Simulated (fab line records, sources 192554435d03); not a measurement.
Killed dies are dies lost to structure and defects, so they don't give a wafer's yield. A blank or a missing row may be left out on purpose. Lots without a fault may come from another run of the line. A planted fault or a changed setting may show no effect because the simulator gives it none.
fab line records | flow n5_finfet
record lots=9 wafers=27 last_day=17
route steps=1938 shown BEOL_M4@1111 BEOL_M9@1415 BEOL_M10@1470 PASSIVATION@1936
lots that met no fault: from a run of the same line without faults
start_h: hours from the record's first day to the start of the lot's first wafer shown | wait_h: hours since the lot's step before | " the same as in the row above | L1.1+2: a row that stands for several wafers | - no value, or no start given | * or withheld: withheld | < > ~ a bound
route shown NAME@n: a module of which the file shows steps, and the number in the route of the first | usual: mean/standard deviation of fault-free wafers | same: alike in all rows | chamber/n: place in a boat | sites: the reading at each site | _std_site: their standard deviation | _edge_site: outer sites' mean less inner sites' | radius_mm: how far each site lies from the wafer's centre | mask NAME#n: copy n | behind: the tool/chamber that last shaped the wafer | hold: why the lot was held/for how many hours/how that ended | device: the transistor (n, p or np) that didn't switch | end of line: the same wafers' tests at the end of the route | a step without rows: its recipe alone | killed: dies lost to structure and defects at the first sort, not the wafer's yield | map: a wafer's dies, x killed, . not, _ none there
set.NAME: the setting as run; set.NAME@STEP: as run at that earlier step | model.NAME: the simulator's own value behind a step, which no gauge read
steps of the route over a sample of lots; a table a step, a row a wafer
services: from which hour (start_h, from the record's first day; less than 0 if before it) a tool's chamber was out of use, for how many hours, and why
## steps
# step N5_BEOL_M4_RC_MEAS_101
# usual DIBL_N=35.9/1.9 DIBL_P=35.8/2.4 IOFF_N=0.15/0.031 IOFF_P=0.21/0.037 ION_N=672/13 ION_P=462/8.3 SS_N=71.5/0.72 SS_P=73.2/0.67 VT_N=250/3.4 VT_P=-250/3.4
# columns lot.wafer tool chamber start_h wait_h DIBL_N[mV/V] DIBL_P[mV/V] IOFF_N[nA/um] IOFF_P[nA/um] ION_N[uA/um] ION_P[uA/um] SS_N[mV/dec] SS_P[mV/dec] VT_N[mV] VT_P[mV]
L733.1 prober-01 0 176.60 0.0 36.6 36.7 0.16 0.23 671 469 71.6 73.5 250 -248
L733.3 " 0 " " 34.4 35.1 0.12 0.21 640 456 70.6 73.6 257 -249
L733.4 " 0 " " 35.2 36.2 0.14 0.23 667 472 70.9 73.5 253 -249
L734.2 prober-02 0 184.98 0.2 32.8 33.2 0.11 0.14 650 452 70.8 72.9 255 -258
L734.3 " 0 " " 33.6 34.1 0.11 0.14 640 435 70.8 73.1 259 -259
L734.5 " 0 " " 32.4 32.9 0.10 0.13 651 444 70.5 72.6 258 -258
L735.2 prober-02 0 197.24 0.2 35.8 35.0 0.13 0.18 661 453 71.1 72.7 251 -252
L735.5 " 0 " " 37.4 36.8 0.16 0.22 669 462 72.1 73.6 252 -250
L735.6 " 0 " " 35.5 34.3 0.13 0.18 669 459 71.0 73.0 252 -251
L741.2 prober-02 0 220.61 0.2 37.3 35.6 0.15 0.20 661 455 72.2 73.8 252 -250
L741.4 " 0 " " 40.0 39.7 0.20 0.27 683 464 73.4 73.9 248 -249
L741.5 " 0 " " 34.2 33.6 0.11 0.18 652 455 71.5 72.0 255 -252
L744.1 prober-01 0 253.06 0.0 38.2 38.1 0.20 0.28 686 473 71.8 74.0 245 -246
L744.3 " 0 " " 34.0 32.7 0.13 0.19 665 461 70.9 72.1 251 -249
L744.4 " 0 " " 36.5 35.6 0.17 0.24 675 469 70.3 73.5 250 -246
L748.1 prober-01 0 264.32 0.0 35.3 36.0 0.14 0.21 675 473 70.9 73.6 251 -248
L748.4 " 0 " " 35.6 35.1 0.14 0.19 669 460 70.4 73.2 252 -250
L748.6 " 0 " " 34.8 35.6 0.13 0.20 666 461 71.4 72.9 254 -251
L750.4 prober-01 0 287.27 0.5 35.1 33.9 0.13 0.17 674 463 71.7 72.8 254 -256
L750.5 " 0 " " 38.3 38.0 0.18 0.23 693 480 71.4 73.7 250 -249
L750.6 " 0 " " 37.1 36.6 0.16 0.20 674 455 72.0 73.1 251 -253
L754.1 prober-01 0 310.02 0.0 38.1 39.6 0.19 0.26 677 462 72.5 74.5 246 -246
L754.3 " 0 " " 37.9 38.2 0.18 0.23 696 474 72.1 74.2 249 -248
L754.5 " 0 " " 35.8 37.0 0.15 0.20 674 464 71.2 74.0 251 -251
L755.3 prober-02 0 313.89 0.3 34.6 33.6 0.13 0.20 674 473 70.6 72.7 250 -251
L755.4 " 0 " " 36.8 35.7 0.17 0.23 690 475 71.4 73.0 249 -247
L755.6 " 0 " " 36.9 35.7 0.16 0.23 682 473 71.3 72.5 253 -247
# step N5_BEOL_M9_OVL_MEAS_12
# recipe points_per_wafer=44
# usual M9_OVL=0.4/0.65
# columns lot.wafer tool chamber start_h wait_h M9_OVL[nm]
L733.1 overlay-01 0 219.76 0.0 0.3
L733.3 " 0 " " 0.3
L733.4 " 0 " " 0.8
L734.2 overlay-02 0 230.56 0.0 -0.3
L734.3 " 0 " " 0.5
L734.5 " 0 " " -0.6
L735.2 overlay-02 0 238.17 0.0 0.1
L735.5 " 0 " " 0.4
L735.6 " 0 " " 1.0
L741.2 overlay-02 0 261.20 0.0 0.6
L741.4 " 0 " " 1.2
L741.5 " 0 " " 0.1
L744.1 overlay-01 0 297.51 0.0 0.0
L744.3 " 0 " " -0.1
L744.4 " 0 " " 0.0
L748.1 overlay-01 0 304.80 0.0 0.1
L748.4 " 0 " " -0.1
L748.6 " 0 " " -1.0
L750.4 overlay-02 0 324.88 0.0 0.5
L750.5 " 0 " " 0.1
L750.6 " 0 " " 0.3
L754.1 overlay-01 0 352.66 0.0 0.5
L754.3 " 0 " " 1.9
L754.5 " 0 " " 0.2
L755.3 overlay-01 0 353.19 0.0 0.9
L755.4 " 0 " " 0.3
L755.6 " 0 " " 0.4
# step N5_BEOL_M9_STRIP_67
# recipe chemistry=CF4 resist=SiARC power_w=300 bias_power_w=75 pressure_mtorr=50 cf4_flow_sccm=150 rf_frequency_hz=6e+07
# usual bias_power_w=74.94/0.22 drypump_motor_current_A=5.6/0.5 oes_product_au=0.75/0.053 rf_vpp_V=271.6/1.8 showerhead_plenum_p_Torr=1.81/0.069 throttle_valve_pct=13.72/0.2
# columns lot.wafer tool chamber start_h wait_h bias_power_w drypump_motor_current_A oes_product_au rf_hours_counter_h rf_vpp_V showerhead_plenum_p_Torr throttle_valve_pct
L733.1 rie_diel-03 3 220.05 0.0 75.07 5.8 0.76 118 273.7 1.87 13.63
L733.3 " 2 " " 75.01 6.4 0.74 166 273.2 1.86 13.49
L733.4 " 3 " " 74.97 5.8 0.76 - 272.3 1.87 13.63
L734.2 rie_diel-03 2 230.84 0.0 74.89 6.4 0.73 171 272.1 1.86 13.50
L734.3 " 1 " " 74.93 5.2 0.72 169 270.1 1.79 13.81
L734.5 " 0 " " 75.38 5.3 0.73 - 271.7 1.80 13.99
L735.2 rie_diel-03 2 238.59 0.0 74.71 6.5 0.73 173 272.9 1.86 13.50
L735.5 " 3 " " 75.11 5.8 0.76 - 271.5 1.87 13.64
L735.6 " 0 " " 75.46 5.3 0.72 - 271.6 1.80 13.98
L741.2 rie_diel-02 3 261.74 0.0 74.67 5.6 0.83 79 272.5 1.87 13.48
L741.4 " 2 " " 75.11 6.0 0.76 135 266.9 1.66 13.87
L741.5 " 2 " " 74.93 6.0 0.76 - 268.0 1.66 13.86
L744.1 rie_diel-01 1 297.80 0.0 74.77 5.8 0.82 72 272.9 1.89 13.73
L744.3 " 0 " " 75.24 6.2 0.69 222 272.2 1.86 13.86
L744.4 " 3 " " 74.69 5.2 0.73 189 271.1 1.77 13.79
L748.1 rie_diel-03 3 305.09 0.0 74.94 5.8 0.75 145 272.9 1.86 13.68
L748.4 " 0 " " 74.82 5.3 0.72 212 269.7 1.79 14.05
L748.6 " 0 " " 74.77 5.3 0.72 - 269.9 1.79 14.03
L750.4 rie_diel-02 3 325.17 0.0 74.71 5.6 0.81 100 274.2 1.87 13.51
L750.5 " 2 " " 74.95 6.1 0.74 - 267.6 1.66 13.94
L750.6 " 3 " " 74.67 5.6 0.81 - 273.6 1.87 13.53
L754.1 rie_diel-02 2 354.15 0.0 75.11 6.1 0.73 166 266.7 1.65 13.95
L754.3 " 0 " " 75.45 5.3 0.70 226 271.1 1.76 13.88
L754.5 " 0 " " 74.98 5.3 0.70 - 270.7 1.76 13.89
L755.3 rie_diel-03 3 355.37 0.0 75.22 5.8 0.73 159 273.5 1.86 13.71
L755.4 " 2 " " 75.04 6.4 0.71 213 271.8 1.85 13.58
L755.6 " 1 " " 75.23 5.2 0.70 - 270.1 1.78 13.91
# step N5_BEOL_M10_ILD_DEP_00
# recipe material=SiCOH_lowk target_thk_a=3085.1 temp_c=300 precursor=DEMS/porogen pressure_torr=5 rf_w=500 time_s=58
# usual heater_power_w=317/59 showerhead_plenum_p_Torr=5.740/0.013 throttle_valve_pct=14.2/1
# columns lot.wafer tool chamber start_h wait_h heater_power_w showerhead_plenum_p_Torr throttle_valve_pct
L733.1 pecvd-03 2 224.45 0.0 346 5.746 13.9
L733.3 " 0 " " 273 5.729 14.2
L733.4 " 0 " " 291 5.729 14.2
L734.2 pecvd-01 0 236.82 0.1 361 5.719 13.8
L734.3 " 2 " " 308 5.733 13.1
L734.5 " 1 " " 401 5.723 15.8
L735.2 pecvd-03 1 244.67 0.0 343 5.767 13.1
L735.5 " 2 " " 298 5.743 13.7
L735.6 " 1 " " 357 5.766 13.2
L741.2 pecvd-01 2 267.26 0.0 300 5.735 13.1
L741.4 " 0 " " 357 5.738 13.7
L741.5 " 1 " " 339 5.736 16.1
L744.1 pecvd-01 1 302.51 0.0 397 5.734 15.8
L744.3 " 0 " " 391 5.729 14.0
L744.4 " 2 " " 251 5.733 13.2
L748.1 pecvd-04 2 310.28 0.0 259 5.757 13.2
L748.4 " 2 " " 266 5.739 13.1
L748.6 " 0 " " 198 5.731 14.9
L750.4 pecvd-04 2 329.85 0.1 252 5.735 13.1
L750.5 " 1 " " 393 5.759 15.2
L750.6 " 0 " " 174 5.763 15.1
L754.1 pecvd-04 2 359.86 0.0 241 5.729 12.9
L754.3 " 1 " " 381 5.737 15.0
L754.5 " 0 " " 177 5.747 15.4
L755.3 pecvd-04 1 361.31 0.0 357 5.748 15.0
L755.4 " 0 " " 230 5.739 15.4
L755.6 " 1 " " 368 5.759 15.0
# step N5_BEOL_M10_THK_MEAS_01
# recipe reads=SiCOH_lowk_of_BEOL_M10_ILD_DEP_00
# usual M10_ILD_THK=269/3.8
# columns lot.wafer tool chamber start_h wait_h M10_ILD_THK[nm]
L733.1 film_metro-01 - 225.27 0.4 268
L733.3 " - " " 264
L733.4 " - " " 270
L734.2 film_metro-02 - 237.41 0.4 263
L734.3 " - " " 264
L734.5 " - " " 266
L735.2 film_metro-01 - 245.27 0.4 266
L735.5 " - " " 270
L735.6 " - " " 270
L741.2 film_metro-02 - 268.33 0.7 272
L741.4 " - " " 271
L741.5 " - " " 269
L744.1 film_metro-02 - 303.10 0.4 264
L744.3 " - " " 198
L744.4 " - " " 274
L748.1 film_metro-02 - 310.87 0.4 262
L748.4 " - " " 268
L748.6 " - " " 270
L750.4 film_metro-01 - 330.51 0.2 269
L750.5 " - " " 274
L750.6 " - " " 275
L754.1 film_metro-02 - 360.93 0.8 268
L754.3 " - " " 266
L754.5 " - " " 276
L755.3 film_metro-01 - 361.91 0.3 272
L755.4 " - " " 273
L755.6 " - " " 270
# step N5_BEOL_M10_DESCUM_16
# recipe chemistry=O2 time_s=7.9 source_power_w=50 bias_power_w=20 pressure_mtorr=20 rf_frequency_hz=2.712e+07 temp_c=40 resist=CAR-ArF o2_flow_sccm=225
# usual bias_power_w=20.00/0.06 drypump_motor_current_A=5.8/0.51 oes_product_au=0.76/0.075 rf_vpp_V=242.7/1.4 showerhead_plenum_p_Torr=2.06/0.073 throttle_valve_pct=20.56/0.19
# columns lot.wafer tool chamber start_h wait_h bias_power_w drypump_motor_current_A oes_product_au rf_hours_counter_h rf_vpp_V showerhead_plenum_p_Torr throttle_valve_pct
L733.1 rie_diel-05 2 225.95 0.1 19.92 6.5 0.79 144 243.7 2.09 20.35
L733.3 " 3 " " 20.03 5.4 0.74 182 242.5 2.09 20.53
L733.4 " 1 " " 20.00 6.1 0.73 215 240.5 1.97 20.65
L734.2 rie_diel-04 2 238.51 0.0 20.00 4.9 0.69 226 242.2 2.16 20.56
L734.3 " 0 " " 19.95 6.1 0.73 154 244.8 2.18 20.53
L734.5 " 1 " " 19.92 5.8 0.84 - 243.8 2.12 20.65
L735.2 rie_diel-06 0 247.43 0.0 20.06 6.5 0.96 9 241.2 2.05 20.18
L735.5 " 1 " " 20.09 5.6 0.71 - 241.2 1.92 20.79
L735.6 " 3 " " 19.95 5.1 0.87 - 240.9 2.05 20.34
L741.2 rie_diel-05 2 271.13 0.0 20.01 6.5 0.76 164 242.9 2.09 20.37
L741.4 " 0 " " 20.02 5.7 0.71 217 244.4 2.07 20.87
L741.5 " 2 " " 20.03 6.5 0.76 - 242.9 2.09 20.38
L744.1 rie_diel-05 1 304.55 0.0 20.01 6.1 0.70 239 241.9 1.96 20.69
L744.3 " 3 " " 20.02 5.4 0.72 212 244.0 2.08 20.58
L744.4 " 2 " " 20.03 6.5 0.75 176 241.2 2.08 20.40
L748.1 rie_diel-04 0 312.66 0.2 19.97 6.0 0.71 180 245.6 2.17 20.58
L748.4 " 0 " " 20.06 6.0 0.72 - 244.4 2.17 20.54
L748.6 " 1 " " 20.03 5.8 0.81 - 243.2 2.11 20.67
L750.4 rie_diel-06 2 333.97 1.3 19.91 5.6 0.82 74 244.0 2.12 20.33
L750.5 " 1 " " 20.00 5.6 0.69 - 239.4 1.91 20.85
L750.6 " 0 " " 20.09 6.5 0.89 - 243.6 2.04 20.23
L754.1 rie_diel-05 1 362.04 0.5 20.04 6.1 0.98 8 245.1 2.21 20.49
L754.3 " 2 " " 20.07 6.5 0.72 205 241.7 2.07 20.45
L754.5 " 3 " " 19.97 5.4 0.70 - 242.9 2.07 20.63
L755.3 rie_diel-05 3 364.43 0.1 20.03 5.4 0.69 241 242.7 2.07 20.61
L755.4 " 2 " " 20.05 6.5 0.72 - 242.7 2.07 20.46
L755.6 " 3 " " 20.04 5.4 0.70 - 240.6 2.07 20.61
# step N5_PASSIVATION_PROBE_49
# usual defect_limited_yield=91.6/1.2 killed_at_M0_to_M3=33/9.4 killed_at_M4_up=13/5.2 killed_at_contacts=13/5.6 killed_at_front_end=37/9.5 killed_at_other=4/3.1 killed_dies=99/15 killed_on_rim=13/3.6 killed_open=65/11 killed_short=32/7.5 sort_bin_5_function=4.9/0.77 sort_bin_6_memory=3.1/0.65 sort_bin_8_speed=0.01/0.056 sort_n_pass=1081/15 sort_yield_pct=91.6/1.2
# same gross_dies=1180 killed_at_back_side=0 sort_bin_4_leakage[%]=0
# columns lot.wafer tool chamber start_h wait_h defect_limited_yield[%] killed_at_M0_to_M3 killed_at_M4_up killed_at_contacts killed_at_front_end killed_at_other killed_dies killed_on_rim killed_open killed_short sort_bin_5_function[%] sort_bin_6_memory[%] sort_bin_8_speed[%] sort_n_pass sort_yield_pct[%]
L744.1 prober-01 - 368.20 0.0 91.5 23 8 16 47 6 100 14 68 32 4.7 3.3 0 1080 91.5
L744.3 prober-01 - 368.30 0.1 51.4 28 487 10 44 4 573 152 60 30 4.6 2.8 0 607 51.4
L744.4 prober-01 - 368.35 0.2 93.0 26 12 5 36 4 83 14 53 29 4.7 2.2 0 1097 93.0
L748.1 prober-01 - 374.78 0.0 91.3 38 15 8 35 7 103 10 72 31 4.7 3.9 0 1077 91.3
L748.4 prober-01 - 374.93 0.2 92.5 31 16 6 32 3 88 11 48 40 4.7 2.3 0 1092 92.5
L748.6 prober-01 - 375.03 0.3 91.9 47 9 9 27 4 96 13 59 37 5.1 3.0 0 1084 91.9
# killed by level:class
L744.1 MOL_CONTACT_COAG:geometric_particle:open=13 STI_FIN_REVEAL:geometric_particle:open=12 BEOL_M1:geometric_particle:open=9 BEOL_M0_SAQP:geometric_particle:short=7 FIN_SAQP:geometric_particle:short=6 FIN_SAQP:geometric_particle:open=6 DUMMY_GATE:geometric_particle:open=6 BEOL_M4:geometric_particle:open=6
L744.3 BEOL_M10:area_dep=483 FIN_SAQP:geometric_particle:short=10 BEOL_M0_SAQP:geometric_particle:open=10 STI_FIN_REVEAL:geometric_particle:open=9 MOL_CONTACT_COAG:geometric_particle:open=8 DUMMY_GATE:geometric_particle:open=6 FIN_SAQP:geometric_particle:open=5 BEOL_M0_SAQP:geometric_particle:short=5
L744.4 STI_FIN_REVEAL:geometric_particle:open=17 BEOL_M0_SAQP:geometric_particle:short=8 BEOL_M1:geometric_particle:open=6 FIN_SAQP:geometric_particle:short=5 MOL_CONTACT_COAG:geometric_particle:open=5 BEOL_M0_SAQP:geometric_particle:open=4 BEOL_M4:geometric_particle:open=4 STI_FIN_REVEAL:geometric_particle:short=3
L748.1 BEOL_M0_SAQP:geometric_particle:short=11 STI_FIN_REVEAL:geometric_particle:open=10 BEOL_M0_SAQP:geometric_particle:open=10 BEOL_M4:geometric_particle:open=8 MOL_CONTACT_COAG:geometric_particle:open=7 BEOL_M1:geometric_particle:open=6 DUMMY_GATE:geometric_particle:open=5 FIN_SAQP:geometric_particle:short=4
L748.4 FIN_SAQP:geometric_particle:short=11 BEOL_M0_SAQP:geometric_particle:short=9 BEOL_M4:geometric_particle:open=8 BEOL_M0_SAQP:geometric_particle:open=6 MOL_CONTACT_COAG:geometric_particle:open=5 BEOL_M4:geometric_particle:short=5 STI_FIN_REVEAL:geometric_particle:open=4 GATE_CUT:geometric_particle:open=3
L748.6 BEOL_M0_SAQP:geometric_particle:open=13 BEOL_M0_SAQP:geometric_particle:short=13 BEOL_M3:geometric_particle:open=9 MOL_CONTACT_COAG:geometric_particle:open=7 FIN_SAQP:geometric_particle:short=5 BEOL_M2:geometric_particle:open=5 STARTING-WAFER:geometric_particle:short=5 GATE_CUT:geometric_particle:short=4
## services
# columns tool chamber start_h hours kind
rie_diel-03 0 215.28 6.4 repair
pecvd-01 1 216.04 4.4 repair
rie_diel-05 - 219.24 0.6 repair
rie_diel-06 - 226.50 4.3 pm
rie_diel-06 2 244.62 10.0 repair
rie_diel-05 1 249.20 16.5 repair
rie_diel-01 - 250.99 1.8 repair
pecvd-04 - 275.15 6.0 pm
rie_diel-04 3 277.18 5.2 repair
rie_diel-02 2 286.38 3.2 repair
pecvd-03 - 311.16 3.1 repair
pecvd-01 1 320.58 8.3 repair
rie_diel-03 3 322.36 15.4 repair
rie_diel-05 1 327.80 - clean
rie_diel-05 1 327.80 - consumable_replace:focus_ring
rie_diel-05 1 327.80 - consumable_replace:showerhead
rie_diel-05 1 327.80 14.5 scheduled_down
rie_diel-05 1 327.80 14.5 vent_cycle
rie_diel-04 - 328.49 15.6 pm
rie_diel-03 1 337.77 14.5 repair
rie_diel-01 - 341.60 14.6 pm
rie_diel-05 0 347.40 - clean
rie_diel-05 0 347.40 - consumable_replace:focus_ring
pecvd-04 - 357.43 0.9 repair
## key
first_sign step=N5_BEOL_M10_THK_MEAS_01 reading=M10_ILD_THK direction=down sigmas=19 usual=269 struck=198
effect step=N5_PASSIVATION_PROBE_49 reading=killed_at_M4_up direction=up sigmas=92 usual=13 struck=487
more_kills_born_at N5_BEOL_M10_ILD_DEP_00@pecvd-01=483
met_at N5_BEOL_M10_ILD_DEP_00
struck_lots L744
struck_wafers L744.3
not_acting_at N5_BEOL_M9_OVL_MEAS_12,N5_BEOL_M9_STRIP_67,N5_BEOL_M10_DESCUM_16
onset_between 267.26 302.51
fault kind=site_profile_drift tool=pecvd-01 chamber=0 onset_h=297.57 steps=N5_BEOL_M10_ILD_DEP_00 basis=fraction max_abs_drift=0.49159 slope_share_per_hr=109.24 site_pattern=0,0,0,0,0,-1,-1,-1,-1
